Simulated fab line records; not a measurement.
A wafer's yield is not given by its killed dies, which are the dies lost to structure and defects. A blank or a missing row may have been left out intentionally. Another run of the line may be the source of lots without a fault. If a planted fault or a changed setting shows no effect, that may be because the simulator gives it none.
fab line records | flow nandHarc
record lots=12 wafers=36 lastDay=33
route steps=1302 shown P_GATE@204 P_CONTACT@229 END@1302
lots that met no fault: taken from a fault-free run of the same line
startH: the number of hours between the record's first day and the start of the first shown wafer of the lot | waitH: hours elapsed since this lot's preceding step | " same as the row above | L1.1+2: a row that stands for several wafers | - no value present, or no start provided | * or withheld: withheld | < > ~ a bound
route shown NAME@n: names a module that has steps shown in the file, with the first one's number in the route | usual: the fault-free wafers' mean and standard deviation | same: alike in all rows | chamber/n: place in a boat | sites: per-site readings | _std_site: standard deviation of those values | _edge_site: the outer-site mean with the inner-site mean subtracted | radiusMm: for every site, how far away it sits from the centre of the wafer | mask NAME#n: copy n | behind: tool/chamber where the wafer was last shaped | hold: cause of the lot's hold/its duration in hours/its outcome | device: transistor that didn't switch, given as n, p or np | end of line: tests of these same wafers at the route's end | a step given without rows: its recipe and nothing more | killed: the dies lost at the first sort to structure and to defects; this is not the yield of the wafer | map: per-die view of a wafer (x killed, . not killed, _ where there is no die)
set.NAME: the setting the step ran with; set.NAME@STEP: the setting that earlier step ran with | model.NAME: the simulator's own value behind a step, which no gauge read
steps of the route over a sample of lots; a table a step, a row a wafer
services: a tool's chamber out of use, with start hour (startH, from the record's first day; less than 0 if before it), hours out, and reason
## steps
# step NHARC_P_GATE_STRIP_113
# recipe powerW=1500 tempC=110 timeS=740 chemistry=N2/H2
# usual drypumpMotorCurrentA=5.7/0.36 heaterPowerW=92/4.5
# columns lot.wafer tool chamber startH waitH drypumpMotorCurrentA heaterPowerW rfHoursCounterH
L304.1 plasmaAsher-02 0 143.50 0.6 5.2 93 14
L304.2 " 1 " " 5.9 95 14
L304.5 " 1 " " 5.9 93 -
L302.2 plasmaAsher-02 0 172.45 0.2 5.2 94 28
L302.1 " 1 " " 5.9 95 28
L302.3 " 1 " " 5.9 92 -
L308.2 plasmaAsher-01 1 183.05 0.3 5.5 95 1
L308.3 " 0 " " 6.2 81 -
L308.5 " 0 " " 6.2 84 -
L309.1 plasmaAsher-01 1 190.34 0.2 5.5 94 2
L309.2 " 0 " " 6.1 84 2
L309.4 " 0 " " 6.1 82 -
L311.2 plasmaAsher-01 1 212.39 0.2 5.5 94 6
L311.1 " 0 " " 6.1 83 6
L311.6 " 0 " " 6.2 86 -
L312.1 plasmaAsher-02 1 231.56 0.3 5.9 97 40
L312.3 " 1 " " 5.9 93 -
L312.6 " 1 " " 5.9 96 -
L313.1 plasmaAsher-02 1 236.54 0.3 5.9 96 41
L313.3 " 0 " " 5.2 92 -
L313.5 " 0 " " 5.2 91 -
L314.1 plasmaAsher-01 1 255.22 0.2 5.5 97 16
L314.4 " 0 " " 6.1 82 -
L314.6 " 1 " " 5.5 93 -
L315.1 plasmaAsher-01 0 256.12 0.5 6.2 82 17
L315.5 " 1 " " 5.5 95 -
L315.6 " 0 " " 6.1 83 -
L316.1 plasmaAsher-01 1 269.20 0.3 5.5 96 21
L316.4 " 1 " " 5.5 95 -
L316.5 " 1 " " 5.5 96 -
L323.1 plasmaAsher-02 0 331.02 0.4 5.2 94 14
L323.3 " 0 " " 5.2 93 -
L323.5 " 0 " " 5.2 93 -
L324.1 plasmaAsher-02 1 340.75 0.3 5.9 97 17
L324.3 " 0 " " 5.2 91 -
L324.6 " 1 " " 5.9 95 -
# step NHARC_P_GATE_STRIP_95
# recipe powerW=1500 tempC=250 chemistry=O2
# usual drypumpMotorCurrentA=5.7/0.35 heaterPowerW=345/17
# columns lot.wafer tool chamber startH waitH drypumpMotorCurrentA heaterPowerW rfHoursCounterH
L304.1 plasmaAsher-02 0 144.23 0.6 5.2 353 15
L304.2 " 1 " " 5.9 353 15
L304.5 " 1 " " 5.9 347 -
L302.2 plasmaAsher-02 0 173.17 0.6 5.2 353 28
L302.1 " 1 " " 5.9 366 28
L302.3 " 1 " " 5.9 362 -
L308.2 plasmaAsher-01 1 183.66 0.5 5.5 356 2
L308.3 " 0 " " 6.1 311 -
L308.5 " 0 " " 6.1 314 -
L309.1 plasmaAsher-01 1 191.04 0.6 5.5 361 3
L309.2 " 0 " " 6.2 307 3
L309.4 " 0 " " 6.1 316 -
L311.2 plasmaAsher-01 1 213.10 0.6 5.5 351 7
L311.1 " 0 " " 6.1 316 7
L311.6 " 0 " " 6.1 301 -
L312.1 plasmaAsher-02 1 232.17 0.5 5.9 361 41
L312.3 " 1 " " 5.9 360 -
L312.6 " 1 " " 5.9 358 -
L313.1 plasmaAsher-02 1 237.15 0.5 5.9 350 42
L313.3 " 0 " " 5.2 351 -
L313.5 " 0 " " 5.3 345 -
L314.1 plasmaAsher-01 1 255.94 0.6 5.4 361 17
L314.4 " 0 " " 6.1 314 -
L314.6 " 1 " " 5.5 355 -
L315.1 plasmaAsher-01 0 256.72 0.5 6.1 311 18
L315.5 " 1 " " 5.5 354 -
L315.6 " 0 " " 6.1 320 -
L316.1 plasmaAsher-01 1 269.81 0.5 5.5 358 22
L316.4 " 1 " " 5.5 356 -
L316.5 " 1 " " 5.5 356 -
L323.1 plasmaAsher-02 0 331.74 0.6 5.2 345 15
L323.3 " 0 " " 5.2 349 -
L323.5 " 0 " " 5.2 345 -
L324.1 plasmaAsher-02 1 341.37 0.5 5.9 361 17
L324.3 " 0 " " 5.2 350 -
L324.6 " 1 " " 5.9 353 -
# step NHARC_P_GATE_DEGAS_109
# recipe tempC=300 timeS=60
# usual heaterPowerW=454/57
# columns lot.wafer tool chamber startH waitH heaterPowerW
L304.1 pvdSputter-02 - 145.14 0.1 376
L304.2 " - " " 436
L304.5 " - " " 421
L302.1 pvdSputter-01 - 174.07 0.1 516
L302.2 " - " " 600
L302.3 " - " " 513
L308.2 pvdSputter-02 - 184.51 0.1 469
L308.3 " - " " 423
L308.5 " - " " 408
L309.1 pvdSputter-01 - 191.90 0.1 531
L309.4 " - " " 529
L309.2 " - " " 387
L311.2 pvdSputter-02 - 213.97 0.1 396
L311.1 " - " " 426
L311.6 " - " " 429
L312.3 pvdSputter-02 - 233.04 0.1 417
L312.1 " - " " 391
L312.6 " - " " 464
L313.1 pvdSputter-02 - 238.04 0.1 451
L313.3 " - " " 437
L313.5 " - " " 459
L314.1 pvdSputter-01 - 256.81 0.1 496
L314.4 " - " " 551
L314.6 " - " " 492
L315.1 pvdSputter-03 - 257.59 0.1 418
L315.6 " - " " 407
L315.5 " - " " 468
L316.1 pvdSputter-03 - 270.72 0.1 474
L316.4 " - " " 422
L316.5 " - " " 490
L323.1 pvdSputter-03 - 332.63 0.1 427
L323.3 " - " " 419
L323.5 " - " " 477
L324.3 pvdSputter-02 - 342.24 0.1 429
L324.1 " - " " 463
L324.6 " - " " 424
# step NHARC_P_CONTACT_EXPOSE_09
# recipe na=1.35 targetCdNm=90 doseMj=81.26 maskId=P_CA
# columns lot.wafer tool chamber startH waitH mask
L304.1+2+5 arfiScanner-03 0 147.61 - P_CA#0
L302.1+2+3 arfiScanner-02 0 176.49 - P_CA#0
L308.2+3+5 arfiScanner-01 0 187.19 - P_CA#0
L309.1+2+4 arfiScanner-02 0 194.33 - P_CA#0
L311.1+2+6 arfiScanner-02 0 216.39 - P_CA#0
L312.1+3+6 arfiScanner-01 0 235.68 - P_CA#0
L313.1+3+5 arfiScanner-03 0 240.45 - P_CA#0
L314.1+4+6 arfiScanner-01 0 259.27 - P_CA_R1#0
L315.1+5+6 arfiScanner-01 0 259.94 - P_CA#0
L316.1+4+5 arfiScanner-01 0 273.18 - P_CA#0
L323.1+3+5 arfiScanner-03 0 334.94 - P_CA#0
L324.1+3+6 arfiScanner-03 0 344.52 - P_CA#0
# step NHARC_P_CONTACT_CD_MEAS_12
# recipe targetCdNm=90 landingEnergyEv=500
# usual cdNm=90.3/0.63
# columns lot.wafer tool chamber startH waitH cdNm
L304.1 cdSem-01 0 147.74 - 91.0
L304.2 " 0 " " 90.6
L304.5 " 0 " " 91.1
L302.1 cdSem-02 0 176.63 - 89.9
L302.2 " 0 " " 90.5
L302.3 " 0 " " 89.7
L308.2 cdSem-01 0 187.33 - 89.3
L308.3 " 0 " " 89.5
L308.5 " 0 " " 90.8
L309.1 cdSem-03 0 194.47 - 90.0
L309.2 " 0 " " 89.7
L309.4 " 0 " " 89.8
L311.1 cdSem-03 0 216.53 - 89.8
L311.2 " 0 " " 89.6
L311.6 " 0 " " 89.2
L312.1 cdSem-01 0 235.82 - 91.2
L312.3 " 0 " " 90.4
L312.6 " 0 " " 90.7
L313.1 cdSem-01 0 240.59 - 90.6
L313.3 " 0 " " 89.0
L313.5 " 0 " " 89.7
L314.1 cdSem-03 0 259.41 - 84.3
L314.4 " 0 " " 84.4
L314.6 " 0 " " 84.5
L315.1 cdSem-03 0 260.07 - 91.1
L315.5 " 0 " " 89.9
L315.6 " 0 " " 90.4
L316.1 cdSem-01 0 273.32 - 89.5
L316.4 " 0 " " 90.1
L316.5 " 0 " " 90.5
L323.1 cdSem-01 0 335.08 - 90.3
L323.3 " 0 " " 91.3
L323.5 " 0 " " 91.3
L324.1 cdSem-03 0 344.66 - 90.1
L324.3 " 0 " " 90.6
L324.6 " 0 " " 89.9
# step NHARC_P_CONTACT_CD_MEAS_19
# usual cdNm=89.3/1.6
# columns lot.wafer tool chamber startH waitH cdNm
L304.1 cdSem-02 - 148.80 - 88.5
L304.2 " - " " 91.3
L304.5 " - " " 91.7
L302.1 cdSem-03 - 177.84 - 86.6
L302.2 " - " " 89.8
L302.3 " - " " 90.0
L308.2 cdSem-02 - 188.38 - 86.9
L308.3 " - " " 88.8
L308.5 " - " " 87.5
L309.1 cdSem-02 - 195.53 - 88.2
L309.2 " - " " 90.4
L309.4 " - " " 91.0
L311.1 cdSem-01 - 217.59 - 85.5
L311.2 " - " " 90.5
L311.6 " - " " 86.3
L312.1 cdSem-01 - 236.88 - 87.3
L312.3 " - " " 90.1
L312.6 " - " " 87.9
L313.1 cdSem-03 - 241.65 - 90.3
L313.3 " - " " 89.1
L313.5 " - " " 88.8
L314.1 cdSem-03 - 260.51 - 84.2
L314.4 " - " " 83.4
L314.6 " - " " 82.0
L315.1 cdSem-03 - 261.13 - 88.3
L315.5 " - " " 89.9
L315.6 " - " " 90.3
L316.1 cdSem-03 - 274.37 - 86.3
L316.4 " - " " 89.7
L316.5 " - " " 87.3
L323.1 cdSem-03 - 336.14 - 89.4
L323.3 " - " " 90.6
L323.5 " - " " 89.2
L324.1 cdSem-02 - 345.72 - 91.7
L324.3 " - " " 90.3
L324.6 " - " " 90.3
# step NHARC_END_SORT_01
# recipe tempC=25
# usual killedAtArray=55/22 killedAtOther=1.1/1.4 killedAtPeriphery=4/3.2 killedDies=59/22 killedOpen=3.3/1.8 killedShort=2.5/1.5
# same grossDies=677
# columns lot.wafer tool chamber startH waitH killedAtArray killedAtOther killedAtPeriphery killedDies killedOpen killedShort
L302.1 prober-01 0 638.14 2.5 77 3 0 80 1 0
L302.2 prober-01 0 638.94 2.8 65 0 1 66 4 0
L302.3 prober-01 0 639.74 3.1 69 2 3 74 4 3
L308.2 prober-02 0 638.92 2.8 21 1 7 29 3 4
L308.3 prober-02 0 639.73 3.1 22 0 4 26 3 1
L308.5 prober-02 0 641.34 3.7 19 0 3 22 1 3
L311.1 prober-02 0 653.07 2.5 41 0 10 51 3 2
L311.2 prober-02 0 653.87 2.8 40 0 8 48 4 6
L311.6 prober-02 0 657.05 4.0 41 0 4 45 4 1
L309.1 prober-01 0 653.77 2.5 41 7 6 54 2 2
L309.2 prober-01 0 654.56 2.8 72 4 3 79 6 4
L309.4 prober-01 0 656.13 3.4 50 2 1 53 3 4
L312.1 prober-01 0 679.40 2.5 19 2 11 32 3 6
L312.3 prober-01 0 681.00 3.1 14 0 6 20 1 0
L312.6 prober-01 0 683.41 4.0 28 3 7 38 4 3
L314.1 prober-01 0 705.01 2.5 52 2 5 59 5 2
L314.4 prober-01 0 707.42 3.4 61 0 6 67 1 3
L314.6 prober-01 0 709.03 4.0 51 1 12 64 5 0
L316.1 prober-02 0 712.80 2.5 81 0 8 89 4 4
L316.4 prober-02 0 715.19 3.4 74 0 3 77 4 4
L316.5 prober-02 0 715.99 3.7 74 0 2 76 4 4
# killed by level:class
L302.1 A_CHANNEL_HOLE_D2:chamberFilmFlake=33 A_SLIT:chamberFilmFlake=29 A_CHANNEL_HOLE_D1:chamberFilmFlake=7 THIN_TSV:chamberFilmFlake=3 A_CONTACT:chamberFilmFlake=2 A_BLC:chamberFilmFlake=2 A_DECK1_JOINT:geometricParticle:open=1 A_ZERO_WELL:chamberFilmFlake=1
L308.2 A_CHANNEL_HOLE_D2:chamberFilmFlake=7 A_DECK1_JOINT:chamberFilmFlake=4 A_CHANNEL_HOLE_D1:chamberFilmFlake=3 P_STI:chamberFilmFlake=2 P_CONTACT:geometricParticle:short=1 P_M1:geometricParticle:short=1 P_M2:geometricParticle:open=1 A_DECK1_JOINT:geometricParticle:short=1
L302.2 A_SLIT:chamberFilmFlake=25 A_CHANNEL_HOLE_D2:chamberFilmFlake=12 A_CHANNEL_HOLE_D1:chamberFilmFlake=12 A_BLC:chamberFilmFlake=5 A_CONTACT:chamberFilmFlake=4 A_CHANNEL_FILL_D2:geometricParticle:open=2 A_STAIRCASE:chamberFilmFlake=2 P_GATE:geometricParticle:open=1
L308.3 A_CHANNEL_HOLE_D2:chamberFilmFlake=11 A_CHANNEL_HOLE_D1:chamberFilmFlake=3 A_CHANNEL_FILL_D2:chamberFilmFlake=2 A_STAIRCASE:chamberFilmFlake=2 P_CONTACT:geometricParticle:open=1 P_CONTACT:geometricParticle:short=1 A_ONON_D1:geometricParticle:open=1 A_CONTACT:geometricParticle:open=1
L302.3 A_SLIT:chamberFilmFlake=35 A_CHANNEL_HOLE_D2:chamberFilmFlake=11 A_CHANNEL_HOLE_D1:chamberFilmFlake=7 A_STAIRCASE:chamberFilmFlake=4 A_BLC:chamberFilmFlake=4 THIN_TSV:chamberFilmFlake=2 P_M2:geometricParticle:open=1 A_ONON_D1:geometricParticle:short=1
L308.5 A_CHANNEL_HOLE_D2:chamberFilmFlake=7 A_CHANNEL_HOLE_D1:chamberFilmFlake=3 A_CONTACT:chamberFilmFlake=3 P_STI:chamberFilmFlake=2 A_CHANNEL_FILL_D2:chamberFilmFlake=2 P_M0:geometricParticle:open=1 A_DECK1_JOINT:geometricParticle:short=1 A_CONTACT:geometricParticle:short=1
L311.1 A_CHANNEL_HOLE_D2:chamberFilmFlake=17 A_CONTACT:chamberFilmFlake=10 A_CHANNEL_HOLE_D1:chamberFilmFlake=6 A_STAIRCASE:chamberFilmFlake=3 P_GATE:chamberFilmFlake=2 P_BONDPAD:chamberFilmFlake=2 A_SLIT:chamberFilmFlake=2 P_GATE:geometricParticle:open=1
L309.1 A_CHANNEL_HOLE_D2:chamberFilmFlake=16 A_CHANNEL_HOLE_D1:chamberFilmFlake=14 THIN_TSV:chamberFilmFlake=7 P_GATE:chamberFilmFlake=4 A_STAIRCASE:chamberFilmFlake=4 A_CHANNEL_FILL_D1:chamberFilmFlake=2 A_SLIT:chamberFilmFlake=2 P_STI:geometricParticle:short=1
L311.2 A_CHANNEL_HOLE_D2:chamberFilmFlake=19 A_CHANNEL_HOLE_D1:chamberFilmFlake=6 A_STAIRCASE:chamberFilmFlake=4 P_CONTACT:geometricParticle:short=2 A_CHANNEL_FILL_D2:geometricParticle:short=2 P_STI:chamberFilmFlake=2 P_GATE:chamberFilmFlake=2 P_M0:geometricParticle:open=1
L309.2 A_CHANNEL_HOLE_D1:chamberFilmFlake=33 A_CHANNEL_HOLE_D2:chamberFilmFlake=11 A_STAIRCASE:chamberFilmFlake=5 THIN_TSV:chamberFilmFlake=4 A_CONTACT:chamberFilmFlake=3 A_SGD_CUT:geometricParticle:open=2 A_ZERO_WELL:chamberFilmFlake=2 A_CHANNEL_FILL_D2:chamberFilmFlake=2
L309.4 A_CHANNEL_HOLE_D1:chamberFilmFlake=17 A_CHANNEL_HOLE_D2:chamberFilmFlake=15 A_STAIRCASE:chamberFilmFlake=5 A_WL_FILL:chamberFilmFlake=3 A_ONON_D1:geometricParticle:short=2 A_M1:chamberFilmFlake=2 THIN_TSV:chamberFilmFlake=2 P_M0:geometricParticle:open=1
L311.6 A_CHANNEL_HOLE_D2:chamberFilmFlake=17 A_CHANNEL_HOLE_D1:chamberFilmFlake=7 A_CONTACT:chamberFilmFlake=6 A_CHANNEL_FILL_D2:chamberFilmFlake=3 P_BONDPAD:chamberFilmFlake=2 A_SLIT:chamberFilmFlake=2 P_CONTACT:geometricParticle:open=1 A_SOURCE_PLATE:geometricParticle:open=1
L312.1 A_CHANNEL_HOLE_D1:chamberFilmFlake=5 P_GATE:chamberFilmFlake=4 A_CONTACT:chamberFilmFlake=4 P_BONDPAD:chamberFilmFlake=3 A_CHANNEL_HOLE_D2:chamberFilmFlake=3 P_M1:geometricParticle:short=2 P_STI:geometricParticle:open=1 A_CHANNEL_FILL_D1:geometricParticle:short=1
L312.3 A_CHANNEL_HOLE_D1:chamberFilmFlake=6 P_BONDPAD:chamberFilmFlake=5 A_CHANNEL_HOLE_D2:chamberFilmFlake=2 A_CONTACT:chamberFilmFlake=2 A_CHANNEL_FILL_D1:geometricParticle:open=1 P_GATE:chamberFilmFlake=1 A_SLIT:chamberFilmFlake=1 A_DECK1_JOINT:chamberFilmFlake=1
L312.6 A_CHANNEL_FILL_D2:chamberFilmFlake=7 P_GATE:chamberFilmFlake=4 A_CHANNEL_HOLE_D1:chamberFilmFlake=4 A_CONTACT:chamberFilmFlake=4 A_CHANNEL_HOLE_D2:chamberFilmFlake=3 A_M0:geometricParticle:open=2 P_BONDPAD:chamberFilmFlake=2 A_DECK1_JOINT:chamberFilmFlake=2
L314.1 A_SLIT:chamberFilmFlake=31 A_CHANNEL_HOLE_D1:chamberFilmFlake=8 A_CONTACT:chamberFilmFlake=3 P_CONTACT:chamberFilmFlake=2 A_SGD_CUT:chamberFilmFlake=2 A_M0:chamberFilmFlake=2 P_GATE:geometricParticle:open=1 P_CONTACT:geometricParticle:open=1
L314.4 A_SLIT:chamberFilmFlake=35 A_CHANNEL_HOLE_D1:chamberFilmFlake=9 P_CONTACT:chamberFilmFlake=4 A_CONTACT:chamberFilmFlake=4 A_STAIRCASE:chamberFilmFlake=3 P_ZERO_WELL:chamberFilmFlake=2 A_ZERO_WELL:chamberFilmFlake=2 A_CHANNEL_FILL_D1:chamberFilmFlake=2
L314.6 A_SLIT:chamberFilmFlake=33 A_CHANNEL_HOLE_D1:chamberFilmFlake=8 P_ZERO_WELL:chamberFilmFlake=4 P_CONTACT:geometricParticle:open=3 P_CONTACT:chamberFilmFlake=3 A_STAIRCASE:chamberFilmFlake=3 A_CONTACT:chamberFilmFlake=2 P_GATE:geometricParticle:open=1
L316.1 A_SLIT:chamberFilmFlake=31 A_CHANNEL_HOLE_D2:chamberFilmFlake=21 A_CHANNEL_HOLE_D1:chamberFilmFlake=10 P_GATE:chamberFilmFlake=6 A_CHANNEL_FILL_D1:chamberFilmFlake=4 A_STAIRCASE:chamberFilmFlake=3 P_M2:chamberFilmFlake=2 A_WL_FILL:chamberFilmFlake=2
L316.4 A_SLIT:chamberFilmFlake=30 A_CHANNEL_HOLE_D2:chamberFilmFlake=20 A_CHANNEL_HOLE_D1:chamberFilmFlake=14 P_CONTACT:geometricParticle:open=1 A_ONON_D1:geometricParticle:open=1 A_CHANNEL_FILL_D1:geometricParticle:open=1 A_ONON_D2:geometricParticle:short=1 A_CHANNEL_FILL_D2:geometricParticle:short=1
L316.5 A_SLIT:chamberFilmFlake=26 A_CHANNEL_HOLE_D2:chamberFilmFlake=21 A_CHANNEL_HOLE_D1:chamberFilmFlake=12 A_CONTACT:chamberFilmFlake=6 A_STAIRCASE:chamberFilmFlake=2 P_M0:geometricParticle:open=1 A_ONON_D1:geometricParticle:short=1 A_SGD_CUT:geometricParticle:short=1
## services
# columns tool chamber startH hours kind
plasmaAsher-02 - 121.79 2.8 repair
plasmaAsher-01 - 130.34 4.3 repair
pvdSputter-02 - 133.86 2.8 repair
arfiScanner-02 - 140.00 4.0 pm
plasmaAsher-01 - 169.52 9.0 pm
pvdSputter-02 - 171.88 1.2 repair
arfiScanner-03 - 188.07 0.7 repair
arfiScanner-02 - 191.25 2.6 repair
arfiScanner-03 - 196.00 4.0 pm
arfiScanner-02 - 203.09 1.8 repair
arfiScanner-02 - 206.74 3.2 repair
pvdSputter-01 - 214.85 2.3 repair
pvdSputter-01 - 226.00 10.0 pm
pvdSputter-03 - 227.63 10.0 pm
arfiScanner-01 - 230.33 0.2 repair
arfiScanner-03 - 233.45 6.7 repair
plasmaAsher-02 - 249.36 9.0 pm
arfiScanner-01 - 252.00 4.0 pm
pvdSputter-02 - 282.00 10.0 pm
arfiScanner-02 - 284.27 6.7 repair
arfiScanner-03 - 288.26 6.0 repair
pvdSputter-03 - 306.90 2.4 repair
plasmaAsher-02 - 308.61 1.9 repair
arfiScanner-02 - 312.02 4.0 pm
## key
firstSign step=NHARC_P_CONTACT_EXPOSE_09 reading=mask direction=changed
effect step=NHARC_P_CONTACT_CD_MEAS_12 reading=cdNm direction=down sigmas=9.4 usual=90.3 struck=84.4
effect step=NHARC_P_CONTACT_CD_MEAS_19 reading=cdNm direction=down sigmas=3.8 usual=89.3 struck=83.2
metAt NHARC_P_CONTACT_EXPOSE_09
struckLots L314
testerLeftOut L314
notActingAt NHARC_P_GATE_STRIP_113,NHARC_P_GATE_STRIP_95,NHARC_P_GATE_DEGAS_109
onsetBetween 235.68 259.27
fault kind=wrongMask tool=any chamber=- onsetH=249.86 steps=NHARC_P_CONTACT_EXPOSE_09 auxCopy=P_CA_R1#0 cdOffsetNm=-5.5663 scope=struckLotsOnly
# testerLeftOut: of these lots the tester's yield and bins aren't shown, on N5 and GAA mostly nor the transistor test; their killed dies are dies lost to structure and defects alone, not to doping, threshold or leakage, so they don't give the yield
